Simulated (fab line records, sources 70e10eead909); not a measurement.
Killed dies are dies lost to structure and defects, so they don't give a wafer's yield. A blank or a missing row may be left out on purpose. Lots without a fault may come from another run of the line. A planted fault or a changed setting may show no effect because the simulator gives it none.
Which tool did it? | flow nand_harc | 24 lots, 72 wafers sampled, at 6 steps of a route of 1159

WHAT THE GAUGES READ, wafer by wafer
The record holds no reading of a measuring or inspecting step that can be judged against a usual standard deviation.

WHICH TOOL RAN EACH LOT (tool, then ch and the chambers of the sampled wafers, then the start)
lot  | NHARC_A_STAIRCASE_TRIM_18                     | NHARC_A_STAIRCASE_ETCH_201                    | NHARC_A_STAIRCASE_DESCUM_252       | NHARC_A_STAIRCASE_ETCH_253         | NHARC_A_STAIRCASE_ETCH_294                    | NHARC_A_STAIRCASE_DEP_417
L074 | rie_diel-13 ch 0,3, day 10 23:59 or earlier   | rie_diel-13 ch 1,2, day 10 23:59 or earlier   | rie_diel-05 ch 0,2,3, day 10 23:59 | rie_diel-05 ch 0,1, day 11 00:03   | rie_diel-08 ch 1,2, day 11 15:39 or earlier   | pecvd-02 ch 0,1, day 11 15:39
L075 | rie_diel-08 ch 0,1,2, day 11 16:49 or earlier | rie_diel-05 ch 0,1,2, day 11 16:49 or earlier | rie_diel-08 ch 1,2,3, day 11 16:49 | rie_diel-08 ch 0,2,3, day 11 16:55 | rie_diel-08 ch 0,1,2, day 12 09:57 or earlier | pecvd-03 ch 0,1,2, day 12 09:57
L077 | rie_diel-05 ch 1,2, day 11 21:44 or earlier   | rie_diel-13 ch 0,3, day 11 21:44 or earlier   | rie_diel-05 ch 0,1, day 11 21:44   | rie_diel-05 ch 0,1,2, day 11 22:08 | rie_diel-08 ch 0,1,2, day 12 14:40 or earlier | pecvd-04 ch 0,1,2, day 12 14:40
L078 | rie_diel-05 ch 0,1,2, day 12 04:23 or earlier | rie_diel-13 ch 1,2, day 12 04:23 or earlier   | rie_diel-08 ch 0,2,3, day 12 04:23 | rie_diel-08 ch 1,2, day 12 04:28   | rie_diel-08 ch 1,2,3, day 12 18:32 or earlier | pecvd-02 ch 0,1,2, day 12 18:32
L076 | rie_diel-13 ch 0,1, day 12 08:35 or earlier   | rie_diel-13 ch 0,1, day 12 08:35 or earlier   | rie_diel-05 ch 0,1,3, day 12 08:35 | rie_diel-05 ch 0,1, day 12 08:40   | rie_diel-08 ch 1,3, day 13 00:34 or earlier   | pecvd-02 ch 0,1,2, day 13 00:34
L079 | rie_diel-05 ch 0,2,3, day 12 09:01 or earlier | rie_diel-05 ch 0,2,3, day 12 09:01 or earlier | rie_diel-05 ch 0,1,3, day 12 09:01 | rie_diel-05 ch 0,1,3, day 12 09:06 | rie_diel-08 ch 0,2,3, day 13 03:04 or earlier | pecvd-03 ch 0,1,2, day 13 03:04
L080 | rie_diel-08 ch 1,2,3, day 13 08:20 or earlier | rie_diel-05 ch 1,3, day 13 08:20 or earlier   | rie_diel-05 ch 1,2,3, day 13 08:20 | rie_diel-05 ch 0,1,2, day 13 08:24 | rie_diel-08 ch 0,3, day 13 23:57 or earlier   | pecvd-02 ch 0,1,2, day 13 23:57
L082 | rie_diel-08 ch 1,2,3, day 13 08:59 or earlier | rie_diel-08 ch 0,3, day 13 08:59 or earlier   | rie_diel-05 ch 0,1,3, day 13 08:59 | rie_diel-05 ch 0,2,3, day 13 09:08 | rie_diel-13 ch 1,2,3, day 14 01:15 or earlier | pecvd-04 ch 0,1, day 14 01:15
L081 | rie_diel-13 ch 0,3, day 13 09:52 or earlier   | rie_diel-13 ch 1,2, day 13 09:52 or earlier   | rie_diel-13 ch 0,2,3, day 13 09:52 | rie_diel-13 ch 0,2,3, day 13 09:56 | rie_diel-05 ch 0,1,2, day 14 03:22 or earlier | pecvd-04 ch 1,2, day 14 03:22
L083 | rie_diel-05 ch 1,2,3, day 13 15:08 or earlier | rie_diel-05 ch 0,2,3, day 13 15:08 or earlier | rie_diel-13 ch 0,1,3, day 13 15:08 | rie_diel-13 ch 2,3, day 13 15:12   | rie_diel-13 ch 1,2,3, day 14 10:14 or earlier | pecvd-04 ch 0,1,2, day 14 10:14
L084 | rie_diel-05 ch 1,2,3, day 14 03:01 or earlier | rie_diel-13 ch 0,2, day 14 03:01 or earlier   | rie_diel-08 ch 1,2, day 14 03:01   | rie_diel-08 ch 0,3, day 14 03:07   | rie_diel-13 ch 0,1,3, day 14 19:55 or earlier | pecvd-03 ch 0,1, day 14 19:55
L086 | rie_diel-05 ch 1,2, day 14 09:54 or earlier   | rie_diel-08 ch 0,1,3, day 14 09:54 or earlier | rie_diel-08 ch 1,3, day 14 09:54   | rie_diel-08 ch 2,3, day 14 10:01   | rie_diel-08 ch 0,1,2, day 14 23:35 or earlier | pecvd-04 ch 0,1,2, day 14 23:35
L085 | rie_diel-13 ch 1,2,3, day 14 11:58 or earlier | rie_diel-08 ch 0,1,2, day 14 11:58 or earlier | rie_diel-08 ch 0,1, day 14 11:58   | rie_diel-08 ch 0,1,2, day 14 12:03 | rie_diel-08 ch 2,3, day 15 03:28 or earlier   | pecvd-03 ch 0,1,2, day 15 03:28
L087 | rie_diel-13 ch 0,1,2, day 15 03:37 or earlier | rie_diel-08 ch 1,2,3, day 15 03:37 or earlier | rie_diel-05 ch 1,2,3, day 15 03:37 | rie_diel-05 ch 0,1,3, day 15 03:41 | rie_diel-13 ch 0,1,2, day 15 20:49 or earlier | pecvd-03 ch 0,1,2, day 15 20:49
L089 | rie_diel-08 ch 0,1, day 15 03:59 or earlier   | rie_diel-08 ch 1,2,3, day 15 03:59 or earlier | rie_diel-08 ch 1,2,3, day 15 03:59 | rie_diel-08 ch 0,2,3, day 15 04:04 | rie_diel-13 ch 0,1,2, day 15 22:52 or earlier | pecvd-04 ch 1,2, day 15 22:52
L090 | rie_diel-05 ch 0,1,2, day 15 09:20 or earlier | rie_diel-08 ch 2,3, day 15 09:20 or earlier   | rie_diel-08 ch 2,3, day 15 09:20   | rie_diel-08 ch 0,1, day 15 09:25   | rie_diel-05 ch 0,3, day 16 03:53 or earlier   | pecvd-04 ch 0,1,2, day 16 03:53
L091 | rie_diel-13 ch 0,1,3, day 15 09:44 or earlier | rie_diel-05 ch 0,1,3, day 15 09:44 or earlier | rie_diel-08 ch 0,2, day 15 09:44   | rie_diel-08 ch 2,3, day 15 09:50   | rie_diel-13 ch 0,1,3, day 16 03:29 or earlier | pecvd-04 ch 1,2, day 16 03:29
L088 | rie_diel-05 ch 0,2, day 15 10:07 or earlier   | rie_diel-13 ch 1,2, day 15 10:07 or earlier   | rie_diel-08 ch 2,3, day 15 10:07   | rie_diel-08 ch 0,1,3, day 15 10:12 | rie_diel-08 ch 0,3, day 16 05:02 or earlier   | pecvd-04 ch 0,1, day 16 05:02
L095 | rie_diel-08 ch 0,1, day 16 03:01 or earlier   | rie_diel-05 ch 1,2, day 16 03:01 or earlier   | rie_diel-08 ch 0,2,3, day 16 03:01 | rie_diel-08 ch 0,1, day 16 03:05   | rie_diel-08 ch 0,2,3, day 16 17:52 or earlier | pecvd-03 ch 0,1, day 16 17:52
L093 | rie_diel-08 ch 0,2,3, day 16 03:56 or earlier | rie_diel-08 ch 1,2,3, day 16 03:56 or earlier | rie_diel-08 ch 0,1,2, day 16 03:56 | rie_diel-08 ch 1,2,3, day 16 04:01 | rie_diel-05 ch 0,1,3, day 16 20:22 or earlier | pecvd-02 ch 0,1,2, day 16 20:22
L094 | rie_diel-13 ch 0,1,3, day 16 06:56 or earlier | rie_diel-08 ch 0,2, day 16 06:56 or earlier   | rie_diel-13 ch 2,3, day 16 06:56   | rie_diel-13 ch 0,1, day 16 07:01   | rie_diel-08 ch 0,1,2, day 16 22:00 or earlier | pecvd-03 ch 0,2, day 16 22:00
L092 | rie_diel-08 ch 0,2,3, day 16 07:07 or earlier | rie_diel-13 ch 1,2,3, day 16 07:07 or earlier | rie_diel-13 ch 0,2,3, day 16 07:07 | rie_diel-13 ch 0,2,3, day 16 07:18 | rie_diel-13 ch 0,2,3, day 17 02:55 or earlier | pecvd-03 ch 0,1,2, day 17 02:55
L096 | rie_diel-08 ch 0,1,3, day 16 19:31 or earlier | rie_diel-13 ch 1,3, day 16 19:31 or earlier   | rie_diel-13 ch 0,2,3, day 16 19:31 | rie_diel-13 ch 0,2,3, day 16 19:38 | rie_diel-13 ch 0,2, day 17 10:59 or earlier   | pecvd-02 ch 0,1,2, day 17 10:59
L097 | rie_diel-05 ch 0,1, day 16 19:40 or earlier   | rie_diel-05 ch 0,1,2, day 16 19:40 or earlier | rie_diel-08 ch 0,1,2, day 16 19:40 | rie_diel-08 ch 2,3, day 16 19:47   | rie_diel-08 ch 2,3, day 17 12:21 or earlier   | pecvd-02 ch 0,2, day 17 12:21
- NHARC_A_STAIRCASE_TRIM_18: chemistry O2, time 211.2 s.
- NHARC_A_STAIRCASE_ETCH_201: etches the open film in C4F8/O2, target depth 100 nm, time 40.5 s.
- NHARC_A_STAIRCASE_DESCUM_252: chemistry O2, time 3 s.
- NHARC_A_STAIRCASE_ETCH_253: etches the open film in C4F8/O2, target depth 50 nm, time 20.2 s.
- NHARC_A_STAIRCASE_ETCH_294: etches the open film in C4F8/O2/Ar, target depth 4992 nm, time 1212.4 s.
- NHARC_A_STAIRCASE_DEP_417: deposits Si3N4, target thk 60 nm.

WHAT THE TOOLS THEMSELVES READ (means of the sampled wafers that have a number; where no wafer has one, the mark that the record gives instead)
NHARC_A_STAIRCASE_TRIM_18. Usual: drypump_motor_current_A 5.9 A, standard deviation 0.32; oes_product_au 1.000 a.u., standard deviation 0.0073; rf_vpp_V 57.9 V, standard deviation 0.86; showerhead_plenum_p_Torr 3.58 Torr, standard deviation 0.13; throttle_valve_pct 17.036 %, standard deviation 0.0093.
lot  | tool        | drypump_motor_current_A (A) | oes_product_au (a.u.) | rf_vpp_V (V) | showerhead_plenum_p_Torr (Torr) | throttle_valve_pct (%) | flag
L074 | rie_diel-13 | 6.1                         | 1.000                 | 57.8         | 3.41                            | 17.024                 |
L075 | rie_diel-08 | 5.6                         | 1.002                 | 58.1         | 3.56                            | 17.040                 |
L077 | rie_diel-05 | 5.7                         | 1.000                 | 58.5         | 3.60                            | 17.037                 |
L078 | rie_diel-05 | 5.9                         | 0.995                 | 57.9         | 3.67                            | 17.031                 |
L076 | rie_diel-13 | 6.0                         | 0.999                 | 57.1         | 3.34                            | 17.038                 |
L079 | rie_diel-05 | 6.0                         | 1.012                 | 57.1         | 3.62                            | 17.044                 |
L080 | rie_diel-08 | 5.5                         | 0.999                 | 57.6         | 3.48                            | 17.035                 |
L082 | rie_diel-08 | 5.5                         | 1.000                 | 57.7         | 3.48                            | 17.036                 |
L081 | rie_diel-13 | 6.2                         | 0.996                 | 58.1         | 3.71                            | 17.029                 |
L083 | rie_diel-05 | 5.9                         | 1.004                 | 58.5         | 3.60                            | 17.030                 |
L084 | rie_diel-05 | 5.9                         | 1.005                 | 58.5         | 3.60                            | 17.030                 |
L086 | rie_diel-05 | 5.7                         | 0.998                 | 58.3         | 3.59                            | 17.039                 |
L085 | rie_diel-13 | 6.2                         | 1.005                 | 57.6         | 3.55                            | 17.032                 |
L087 | rie_diel-13 | 6.0                         | 0.998                 | 58.1         | 3.60                            | 17.037                 |
L089 | rie_diel-08 | 5.7                         | 0.997                 | 58.5         | 3.65                            | 17.046                 |
L090 | rie_diel-05 | 5.9                         | 1.004                 | 58.3         | 3.66                            | 17.033                 |
L091 | rie_diel-13 | 6.1                         | 1.002                 | 57.8         | 3.62                            | 17.032                 |
L088 | rie_diel-05 | 5.8                         | 1.005                 | 58.1         | 3.60                            | 17.035                 |
L095 | rie_diel-08 | 5.5                         | 0.993                 | 58.7         | 3.63                            | 17.031                 |
L093 | rie_diel-08 | 5.8                         | 0.995                 | 58.0         | 3.48                            | 17.036                 |
L094 | rie_diel-13 | 6.1                         | 1.001                 | 57.8         | 3.62                            | 17.035                 |
L092 | rie_diel-08 | 5.8                         | 0.993                 | 58.2         | 3.48                            | 17.047                 |
L096 | rie_diel-08 | 5.6                         | 0.991                 | 58.6         | 3.56                            | 17.034                 |
L097 | rie_diel-05 | 6.0                         | 1.003                 | 57.7         | 3.72                            | 17.041                 |

NHARC_A_STAIRCASE_ETCH_201. Usual: bias_w 1000.1 W, standard deviation 3; oes_product_au 0.941 a.u., standard deviation 0.0089; rf_vpp_V 897 V, standard deviation 5.
lot  | tool        | bias_w (W) | oes_product_au (a.u.) | rf_vpp_V (V) | flag
L074 | rie_diel-13 | 1002.6     | 0.941                 | 895          |
L075 | rie_diel-05 | 996.8      | 0.945                 | 901          |
L077 | rie_diel-13 | 996.9      | 0.946                 | 891          |
L078 | rie_diel-13 | 1000.8     | 0.945                 | 895          |
L076 | rie_diel-13 | 1001.5     | 0.942                 | 891          |
L079 | rie_diel-05 | 999.1      | 0.936                 | 899          |
L080 | rie_diel-05 | 1001.9     | 0.943                 | 901          |
L082 | rie_diel-08 | 1001.7     | 0.946                 | 895          |
L081 | rie_diel-13 | 1001.3     | 0.949                 | 894          |
L083 | rie_diel-05 | 996.4      | 0.938                 | 899          |
L084 | rie_diel-13 | 1000.3     | 0.942                 | 904          |
L086 | rie_diel-08 | 1000.0     | 0.939                 | 898          |
L085 | rie_diel-08 | 999.0      | 0.944                 | 898          |
L087 | rie_diel-08 | 1003.5     | 0.930                 | 894          |
L089 | rie_diel-08 | 1001.6     | 0.943                 | 894          |
L090 | rie_diel-08 | 996.8      | 0.939                 | 891          |
L091 | rie_diel-05 | 998.8      | 0.943                 | 901          |
L088 | rie_diel-13 | 1001.0     | 0.942                 | 893          |
L095 | rie_diel-05 | 999.0      | 0.944                 | 898          |
L093 | rie_diel-08 | 1002.1     | 0.938                 | 893          |
L094 | rie_diel-08 | 998.4      | 0.924                 | 897          |
L092 | rie_diel-13 | 1002.9     | 0.941                 | 897          |
L096 | rie_diel-13 | 998.2      | 0.942                 | 897          |
L097 | rie_diel-05 | 1002.3     | 0.937                 | 901          |

NHARC_A_STAIRCASE_DESCUM_252. Usual: drypump_motor_current_A 5.8 A, standard deviation 0.33; oes_product_au 0.998 a.u., standard deviation 0.0071; rf_vpp_V 57.9 V, standard deviation 0.87; showerhead_plenum_p_Torr 1.94 Torr, standard deviation 0.078; throttle_valve_pct 11.310 %, standard deviation 0.009.
lot  | tool        | drypump_motor_current_A (A) | oes_product_au (a.u.) | rf_vpp_V (V) | showerhead_plenum_p_Torr (Torr) | throttle_valve_pct (%) | flag
L074 | rie_diel-05 | 6.0                         | 1.008                 | 59.1         | 1.97                            | 11.307                 |
L075 | rie_diel-08 | 5.5                         | 0.994                 | 57.5         | 1.89                            | 11.308                 |
L077 | rie_diel-05 | 6.0                         | 1.003                 | 57.8         | 2.03                            | 11.305                 |
L078 | rie_diel-08 | 5.7                         | 0.993                 | 57.4         | 1.89                            | 11.313                 |
L076 | rie_diel-05 | 6.1                         | 1.000                 | 57.8         | 2.00                            | 11.312                 |
L079 | rie_diel-05 | 6.1                         | 0.993                 | 57.8         | 2.00                            | 11.308                 |
L080 | rie_diel-05 | 5.9                         | 1.006                 | 57.4         | 1.96                            | 11.311                 |
L082 | rie_diel-05 | 6.1                         | 0.999                 | 57.2         | 2.00                            | 11.312                 |
L081 | rie_diel-13 | 6.0                         | 1.006                 | 58.5         | 2.00                            | 11.308                 |
L083 | rie_diel-13 | 6.1                         | 0.995                 | 56.9         | 1.97                            | 11.312                 |
L084 | rie_diel-08 | 5.5                         | 1.000                 | 57.1         | 1.87                            | 11.315                 |
L086 | rie_diel-08 | 5.3                         | 0.991                 | 58.1         | 1.93                            | 11.313                 |
L085 | rie_diel-08 | 5.7                         | 1.000                 | 57.8         | 1.98                            | 11.316                 |
L087 | rie_diel-05 | 5.9                         | 1.007                 | 57.9         | 1.95                            | 11.301                 |
L089 | rie_diel-08 | 5.5                         | 0.996                 | 56.9         | 1.88                            | 11.308                 |
L090 | rie_diel-08 | 5.6                         | 1.001                 | 57.6         | 1.83                            | 11.316                 |
L091 | rie_diel-08 | 5.7                         | 0.997                 | 57.4         | 1.88                            | 11.307                 |
L088 | rie_diel-08 | 5.7                         | 0.996                 | 57.7         | 1.85                            | 11.312                 |
L095 | rie_diel-08 | 5.8                         | 1.000                 | 57.4         | 1.88                            | 11.310                 |
L093 | rie_diel-08 | 5.6                         | 0.996                 | 57.8         | 1.92                            | 11.312                 |
L094 | rie_diel-13 | 6.2                         | 0.997                 | 58.5         | 1.96                            | 11.317                 |
L092 | rie_diel-13 | 6.0                         | 0.996                 | 59.0         | 1.99                            | 11.304                 |
L096 | rie_diel-13 | 6.0                         | 0.996                 | 58.3         | 1.98                            | 11.306                 |
L097 | rie_diel-08 | 5.6                         | 0.999                 | 57.9         | 1.92                            | 11.310                 |

NHARC_A_STAIRCASE_ETCH_253. Usual: bias_w 1000 W, standard deviation 3; oes_product_au 0.946 a.u., standard deviation 0.016; rf_vpp_V 898 V, standard deviation 4.7.
lot  | tool        | bias_w (W) | oes_product_au (a.u.) | rf_vpp_V (V) | flag
L074 | rie_diel-05 | 1002       | 0.962                 | 903          |
L075 | rie_diel-08 | 1004       | 0.917                 | 894          |
L077 | rie_diel-05 | 1002       | 0.947                 | 901          |
L078 | rie_diel-08 | 999        | 0.958                 | 897          |
L076 | rie_diel-05 | 998        | 0.949                 | 905          |
L079 | rie_diel-05 | 999        | 0.920                 | 900          |
L080 | rie_diel-05 | 997        | 0.924                 | 901          |
L082 | rie_diel-05 | 999        | 0.942                 | 900          |
L081 | rie_diel-13 | 1001       | 0.944                 | 900          |
L083 | rie_diel-13 | 1001       | 0.960                 | 900          |
L084 | rie_diel-08 | 999        | 0.950                 | 895          |
L086 | rie_diel-08 | 1000       | 0.930                 | 892          |
L085 | rie_diel-08 | 1000       | 0.945                 | 897          |
L087 | rie_diel-05 | 999        | 0.950                 | 901          |
L089 | rie_diel-08 | 1001       | 0.975                 | 894          |
L090 | rie_diel-08 | 1001       | 0.955                 | 900          |
L091 | rie_diel-08 | 999        | 0.946                 | 891          |
L088 | rie_diel-08 | 1004       | 0.971                 | 897          |
L095 | rie_diel-08 | 1001       | 0.971                 | 899          |
L093 | rie_diel-08 | 999        | 0.947                 | 893          |
L094 | rie_diel-13 | 1001       | 0.925                 | 897          |
L092 | rie_diel-13 | 1001       | 0.949                 | 901          |
L096 | rie_diel-13 | 1001       | 0.936                 | 901          |
L097 | rie_diel-08 | 1001       | 0.957                 | 891          |

NHARC_A_STAIRCASE_ETCH_294. Usual: bias_w 3000 W, standard deviation 8.6; oes_product_au 0.933 a.u., standard deviation 0.01; rf_vpp_V 1829 V, standard deviation 10.
lot  | tool        | bias_w (W) | oes_product_au (a.u.) | rf_vpp_V (V) | flag
L074 | rie_diel-08 | 3009       | 0.935                 | 1821         |
L075 | rie_diel-08 | 2999       | 0.940                 | 1828         |
L077 | rie_diel-08 | 3008       | 0.933                 | 1829         |
L078 | rie_diel-08 | 3005       | 0.933                 | 1822         |
L076 | rie_diel-08 | 3003       | 0.923                 | 1829         |
L079 | rie_diel-08 | 3000       | 0.934                 | 1825         |
L080 | rie_diel-08 | 2999       | 0.944                 | 1831         |
L082 | rie_diel-13 | 3003       | 0.938                 | 1828         |
L081 | rie_diel-05 | 3002       | 0.923                 | 1837         |
L083 | rie_diel-13 | 2991       | 0.931                 | 1829         |
L084 | rie_diel-13 | 2994       | 0.924                 | 1835         |
L086 | rie_diel-08 | 3000       | 0.936                 | 1828         |
L085 | rie_diel-08 | 2990       | 0.945                 | 1816         |
L087 | rie_diel-13 | 2998       | 0.931                 | 1831         |
L089 | rie_diel-13 | 2994       | 0.923                 | 1832         |
L090 | rie_diel-05 | 3009       | 0.924                 | 1833         |
L091 | rie_diel-13 | 2995       | 0.936                 | 1833         |
L088 | rie_diel-08 | 3001       | 0.940                 | 1826         |
L095 | rie_diel-08 | 3001       | 0.941                 | 1823         |
L093 | rie_diel-05 | 3004       | 0.927                 | 1836         |
L094 | rie_diel-08 | 2997       | 0.949                 | 1827         |
L092 | rie_diel-13 | 2991       | 0.931                 | 1836         |
L096 | rie_diel-13 | 3000       | 0.928                 | 1833         |
L097 | rie_diel-08 | 3000       | 0.926                 | 1818         |

NHARC_A_STAIRCASE_DEP_417. Usual: heater_power_w 712 W, standard deviation 100.
lot  | tool     | heater_power_w (W) | flag
L074 | pecvd-02 | 763                |
L075 | pecvd-03 | 770                |
L077 | pecvd-04 | 693                |
L078 | pecvd-02 | 737                |
L076 | pecvd-02 | 738                |
L079 | pecvd-03 | 772                |
L080 | pecvd-02 | 744                |
L082 | pecvd-04 | 693                |
L081 | pecvd-04 | 613                |
L083 | pecvd-04 | 667                |
L084 | pecvd-03 | 599                |
L086 | pecvd-04 | 669                |
L085 | pecvd-03 | 768                |
L087 | pecvd-03 | 782                |
L089 | pecvd-04 | 660                |
L090 | pecvd-04 | 607                |
L091 | pecvd-04 | 591                |
L088 | pecvd-04 | 754                |
L095 | pecvd-03 | 722                |
L093 | pecvd-02 | 731                |
L094 | pecvd-03 | 725                |
L092 | pecvd-03 | 784                |
L096 | pecvd-02 | 735                |
L097 | pecvd-02 | 709                |

THE ANSWER, worked out from the rows above alone
Rule: a lot is off if the mean of its wafers that have a number lies more than 3 standard deviations from the usual mean. A lot without any number at a reading at which 4 lots or more have one is off too. The other lots that the step has rows for count as sound. The gauges are gone through in route order, then the tools' own readings, and for those a lot's mean is taken as printed above. The first step at which some lot is off is used, and at that step the reading that is off furthest; a lot without a number counts as furthest.
No lot is off at any reading shown: from this, nothing can be told.

WHAT THE SIMULATOR HAD PUT IN
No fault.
